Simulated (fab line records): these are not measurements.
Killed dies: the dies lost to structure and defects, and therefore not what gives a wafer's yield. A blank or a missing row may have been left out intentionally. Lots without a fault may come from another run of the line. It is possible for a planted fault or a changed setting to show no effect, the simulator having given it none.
Struck lot and sound lot, side by side | flow nand harc | 14 steps out of a route of 1159
Sound: wafers L740.2, L740.3, L740.5. Struck: wafers L738.1, L738.4, L738.6. The cause is given at the end.
Order at every step that has rows: each side's tool, ch and its chambers, its first start. Under that, the readings that differ: sound wafers | struck wafers | difference of the means | sigmas: that difference in standard deviations of wafers without a fault.
alike: words and numbers the same on both sides, and readings whose means are apart by under 2 such deviations; not compared: readings that were withheld, readings missing a value for some wafer, numbers with overlapping values and no deviation given by the record, and bounds like >300 which may hide the same value.
The two part at a step that has a row with sigmas, a row that says differs or no value, or rows on one side only. When numbers do not overlap yet have no deviation, they are printed without sigmas and do not part them. Lack of a reading on every wafer of one side parts them only where that side has two or more wafers.

first, 1 step without rows for these wafers: NHARC_A_CONTACT_STRIP_83 (strips in post etch residue remover, time 600 s).
NHARC_A_CONTACT_DEP_84: deposits aC, target thk 2000 nm.
  sound on acl dep-03 ch 0, day 22 16:22; struck on acl dep-03 ch 0, day 21 15:16
  alike: throttle valve pct
NHARC_A_CONTACT_DEP_85: deposits SiON, target thk 50 nm.
  sound on pecvd-04 ch 0,1, day 22 17:27; struck on pecvd-02 ch 0,1, day 21 16:36
  alike: chamber pressure Torr, heater power w, rf fwd power W
  not compared: since wet clean h
then, 9 steps without rows for these wafers: NHARC_A_CONTACT_DEHYDRATE_00 (time 120 s); NHARC_A_CONTACT_HMDS_01 (time 30 s); NHARC_A_CONTACT_COAT_86 (time 75 s); NHARC_A_CONTACT_COAT_87 (time 65 s); NHARC_A_CONTACT_COAT_02 (resist thk 90 nm); NHARC_A_CONTACT_SOFTBAKE_03 (time 55 s); NHARC_A_CONTACT_EBR_04; NHARC_A_CONTACT_EXPOSE_05 (exposes mask A CC); NHARC_A_CONTACT_PEB_06 (peb time 65 s).
NHARC_A_CONTACT_DEVELOP_07: develop time 35 s.
  sound on litho track-01 ch 0, day 22 18:00; struck on litho track-01, day 21 17:00
  no value came back on the struck wafers for chill plate temp C (C), develop time s (s); on the sound wafers chill plate temp C (C) reads 22.98 23.05 22.92
NHARC_A_CONTACT_CD_MEAS_08 targets a cd of 100 nm.
  sound on cd sem-03 ch 0, day 22 18:10; struck on cd sem-02 ch 0, day 21 17:19
  reading    | sound            | struck | difference                    | sigmas
  cd nm (nm) | 100.1 100.3 99.8 | - - -  | no value on the struck wafers |

== WHERE THEY PART ==
First at NHARC_A_CONTACT_DEVELOP_07; last, within this record, at NHARC_A_CONTACT_CD_MEAS_08.

WHY: whatever the simulator had introduced
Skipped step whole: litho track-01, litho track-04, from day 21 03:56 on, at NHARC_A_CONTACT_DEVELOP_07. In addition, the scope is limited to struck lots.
